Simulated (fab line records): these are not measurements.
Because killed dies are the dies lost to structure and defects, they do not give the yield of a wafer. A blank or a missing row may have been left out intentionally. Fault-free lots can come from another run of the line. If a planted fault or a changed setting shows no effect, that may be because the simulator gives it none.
Which tool is to blame?    flow n5_finfet    10 lots, 28 wafers sampled, at 5 steps of a route of 1938

WHAT THE GAUGES READ, wafer by wafer
N5_BEOL_M4_RC_MEAS_101. Usual: DIBL_N 36.2 mV/V, standard deviation 1.7; DIBL_P 36.6 mV/V, standard deviation 1.9; IOFF_N 0.16 nA/um, standard deviation 0.032; IOFF_P 0.21 nA/um, standard deviation 0.037; IOFF_P_LIN 0.097 nA/um, standard deviation 0.013; IOFF_P_LONG 0.000101 nA/um, standard deviation 7.2e-06; ION_N 675 uA/um, standard deviation 12; ION_P 460 uA/um, standard deviation 8.1; SS_N 71.4 mV/dec, standard deviation 0.58; SS_P 73.4 mV/dec, standard deviation 0.64; VT_N 249 mV, standard deviation 3.2; VT_N_LVT 96 mV, standard deviation 3.6; VT_P -252 mV, standard deviation 3.4; VT_P_LONG -277.0 mV, standard deviation 2.8.
lot   measured      on         DIBL_N (mV/V)   DIBL_P (mV/V)   IOFF_N (nA/um)  IOFF_P (nA/um)  IOFF_P_LIN (nA/um)  IOFF_P_LONG (nA/um)         ION_N (uA/um)  ION_P (uA/um)  SS_N (mV/dec)   SS_P (mV/dec)   VT_N (mV)    VT_N_LVT (mV)  VT_P (mV)       VT_P_LONG (mV)        flag
L223  day 7 22:44   prober-02  39.2 36.3       38.4 35.2       0.20 0.15       0.22 0.18       0.097 0.086         9.7e-05 9.8e-05             673 674        452 459        72.1 70.1       73.8 73.3       246 248      88 91          -252 -252       -279.4 -278.3         
L224  day 8 01:22   prober-02  36.7 36.4 33.9  37.2 37.7 34.4  0.17 0.16 0.13  0.23 0.23 0.18  0.107 0.108 0.091   0.000108 0.000113 0.000112  665 687 668    465 468 465    71.8 72.2 71.1  73.2 73.8 72.9  250 250 252  96 97 99       -248 -247 -250  -275.9 -273.1 -273.5  
L225  day 8 10:26   prober-01  38.3 40.0 36.8  38.3 40.5 37.0  0.19 0.24 0.18  0.26 0.31 0.24  0.115 0.131 0.110   0.000109 0.000111 0.00012   684 685 685    460 469 466    71.3 72.7 71.6  74.0 74.1 73.1  246 244 247  92 90 92       -247 -242 -246  -274.1 -272.7 -270.6  
L227  day 9 00:46   prober-02  37.4 35.3 36.7  37.4 34.8 36.8  0.19 0.14 0.18  0.21 0.17 0.20  0.099 0.084 0.094   9.2e-05 9.2e-05 9.8e-05     688 669 664    468 454 457    71.5 71.3 72.4  73.3 73.3 73.7  247 253 249  93 100 96      -251 -255 -252  -277.9 -279.8 -280.6  
L228  day 9 02:31   prober-02  37.4 34.8 35.5  38.4 34.5 35.5  0.18 0.13 0.15  0.23 0.16 0.18  0.106 0.086 0.092   9.9e-05 0.000106 0.000107   679 674 671    467 461 458    71.6 70.8 70.8  74.6 73.0 73.6  249 251 251  91 95 94       -246 -251 -253  -277.1 -277.4 -274.7  
L232  day 9 16:48   prober-02  33.9 34.7       33.8 35.1       0.12 0.14       0.09 0.17       0.046 0.082         7.8e-05 0.000105            671 676        433 463        71.2 71.1       73.2 73.2       253 249      85 97          -268 -253       -288.2 -274.9         
L236  day 11 05:08  prober-02  36.2 33.7 36.9  37.0 33.3 37.8  0.16 0.12 0.18  0.20 0.15 0.22  0.092 0.075 0.098   9.7e-05 9.7e-05 9.5e-05     672 665 673    453 450 460    71.1 71.1 71.8  73.1 72.2 73.6  247 252 248  95 99 96       -253 -254 -251  -281.6 -282.9 -280.0  
L239  day 12 01:31  prober-01  35.6 37.8 35.9  36.4 38.3 36.5  0.15 0.20 0.15  0.20 0.23 0.21  0.096 0.102 0.096   9.8e-05 0.0001 9.8e-05      665 670 678    455 455 462    71.0 72.0 71.7  73.4 73.8 73.6  251 246 251  98 94 96       -249 -251 -252  -276.9 -276.8 -275.2  
L242  day 12 18:07  prober-02  36.1 34.3 35.9  38.3 35.7 37.9  0.17 0.14 0.17  0.23 0.19 0.22  0.110 0.095 0.107   0.000102 0.000107 0.000105  681 670 683    468 466 465    71.4 70.0 70.7  73.1 73.2 73.0  244 251 248  96 101 95      -250 -252 -250  -275.8 -276.6 -274.5  
L245  day 13 07:38  prober-01  38.3 37.1 36.5  39.7 37.1 36.0  0.20 0.18 0.17  0.26 0.22 0.21  0.115 0.102 0.099   0.0001 9.6e-05 0.000101     692 682 682    470 466 466    71.9 71.8 71.2  74.3 74.0 73.5  247 248 248  95 97 96       -247 -251 -250  -276.6 -276.3 -276.4  

N5_BEOL_M5_THK_MEAS_01. Usual: M5_ILD_THK typically reads 121.0 nm, with standard deviation 1.8.
lot   measured      on             M5_ILD_THK (nm)    flag
L223  day 8 00:16   film_metro-02  120.0 121.9        
L224  day 8 03:22   film_metro-02  120.1 123.4 123.1  
L225  day 8 11:49   film_metro-01  117.9 120.2 120.1  
L227  day 9 02:19   film_metro-01  119.5 118.1 116.2  
L228  day 9 03:45   film_metro-01  118.0 122.4 120.1  
L232  day 9 17:43   film_metro-01  121.0 121.2        
L236  day 11 06:31  film_metro-01  119.7 121.8 122.0  
L239  day 12 03:03  film_metro-02  119.1 119.4 122.9  
L242  day 12 19:20  film_metro-01  121.5 124.6 124.8  
L245  day 13 08:52  film_metro-01  119.3 121.9 122.4  

EACH LOT AND THE TOOL THAT RAN IT (in order: tool; ch and the chambers of the sampled wafers; start)
lot   N5_HKMG_FIN_ALD_74               N5_BEOL_M4_DEGAS_44           N5_BEOL_M4_ALD_84
L223  ald_hk-03 ch 1,3, day 3 22:43    pvd_sputter-03, day 7 18:56   ald_metal-03 ch 2,3, day 7 19:02
L224  ald_hk-03 ch 0,1,3, day 4 07:58  pvd_sputter-02, day 7 21:42   ald_metal-02 ch 0,3, day 7 21:53
L225  ald_hk-01 ch 1,2,3, day 4 11:06  pvd_sputter-01, day 8 06:38   ald_metal-02 ch 0,2,3, day 8 06:45
L227  ald_hk-01 ch 0,2,3, day 4 22:31  pvd_sputter-01, day 8 21:12   ald_metal-01 ch 0,2,3, day 8 21:19
L228  ald_hk-01 ch 0,1,2, day 5 04:41  pvd_sputter-03, day 8 21:20   ald_metal-02 ch 1,2,3, day 8 21:26
L232  ald_hk-01 ch 0,3, day 6 05:50    pvd_sputter-03, day 9 12:33   ald_metal-01 ch 2,3, day 9 12:44
L236  ald_hk-02 ch 0,2, day 7 11:39    pvd_sputter-02, day 11 01:20  ald_metal-02 ch 0,1,2, day 11 01:26
L239  ald_hk-03 ch 0,1,3, day 8 02:28  pvd_sputter-01, day 11 20:34  ald_metal-03 ch 0,1,3, day 11 20:40
L242  ald_hk-03 ch 0,2,3, day 9 00:59  pvd_sputter-02, day 12 14:14  ald_metal-01 ch 0,1,3, day 12 14:20
L245  ald_hk-01 ch 1,2,3, day 9 15:28  pvd_sputter-01, day 13 03:46  ald_metal-02 ch 1,2,3, day 13 03:52
- N5_HKMG_FIN_ALD_74: deposits La2O3, target thk 0.5 nm, pulse time 6 s, co reactant pulse time 1 s.
- N5_BEOL_M4_DEGAS_44: time 60 s.
- N5_BEOL_M4_ALD_84: deposits TaN, pulse time 2 s, purge time 3 s, co reactant purge time 2 s.

AS READ BY THE TOOLS THEMSELVES (means over the sampled wafers that have a number; for cases with no such wafer, the mark the record gives instead)
N5_HKMG_FIN_ALD_74. Usual: heater_power_w 359 W, standard deviation 25; precursor_pulse_height_rel 1.002, standard deviation 0.019; susceptor_temp_C 249.99 C, standard deviation 0.17.
lot   tool       heater_power_w (W)  precursor_pulse_height_rel  susceptor_temp_C (C)  flag
L223  ald_hk-03  346                 0.982                       249.95                
L224  ald_hk-03  335                 1.013                       249.95                
L225  ald_hk-01  378                 0.988                       250.11                
L227  ald_hk-01  370                 1.018                       249.83                
L228  ald_hk-01  362                 1.029                       249.76                
L232  ald_hk-01  364                 0.990                       250.12                
L236  ald_hk-02  356                 0.979                       249.99                
L239  ald_hk-03  336                 1.009                       249.99                
L242  ald_hk-03  333                 1.000                       249.88                
L245  ald_hk-01  374                 0.998                       249.87                

N5_BEOL_M4_DEGAS_44. Usual: heater_power_w 327 W, standard deviation 25; susceptor_temp_C 250.00 C, standard deviation 0.15.
lot   tool            heater_power_w (W)  susceptor_temp_C (C)  flag
L223  pvd_sputter-03  320                 250.09                
L224  pvd_sputter-02  346                 250.01                
L225  pvd_sputter-01  337                 249.98                
L227  pvd_sputter-01  337                 250.03                
L228  pvd_sputter-03  300                 249.98                
L232  pvd_sputter-03  306                 250.01                
L236  pvd_sputter-02  354                 250.07                
L239  pvd_sputter-01  330                 250.11                
L242  pvd_sputter-02  353                 249.91                
L245  pvd_sputter-01  341                 250.04                

N5_BEOL_M4_ALD_84. Usual: heater_power_w 422 W, standard deviation 35; precursor_vessel_carrier_sccm 1000 sccm, standard deviation 3.2; susceptor_temp_C 274.99 C, standard deviation 0.18.
lot   tool          heater_power_w (W)  precursor_vessel_carrier_sccm (sccm)  susceptor_temp_C (C)  flag
L223  ald_metal-03  419                 1000                                  274.89                
L224  ald_metal-02  443                 1001                                  275.01                
L225  ald_metal-02  437                 1002                                  275.01                
L227  ald_metal-01  422                 1001                                  274.91                
L228  ald_metal-02  411                 1000                                  274.97                
L232  ald_metal-01  432                 997                                   274.94                
L236  ald_metal-02  420                 1003                                  274.82                
L239  ald_metal-03  383                 997                                   274.98                
L242  ald_metal-01  451                 999                                   274.84                
L245  ald_metal-02  423                 1000                                  275.06                

THE ANSWER, worked out from the rows above alone
Rule: a lot counts as off when the mean over its wafers that have a number is more than 3 standard deviations away from the usual mean. Also off: a lot with no number at a reading for which 4 or more lots have one. The other lots that the step has rows for count as sound. The gauges are gone through in route order, then the tools' own readings, and for those a lot's mean is taken as printed above. The first step at which some lot is off is used, and at that step the reading that is off furthest; a lot without a number counts as furthest.
None of the lots is off at any reading shown; this tells nothing.

WHAT WAS PUT IN BY THE SIMULATOR
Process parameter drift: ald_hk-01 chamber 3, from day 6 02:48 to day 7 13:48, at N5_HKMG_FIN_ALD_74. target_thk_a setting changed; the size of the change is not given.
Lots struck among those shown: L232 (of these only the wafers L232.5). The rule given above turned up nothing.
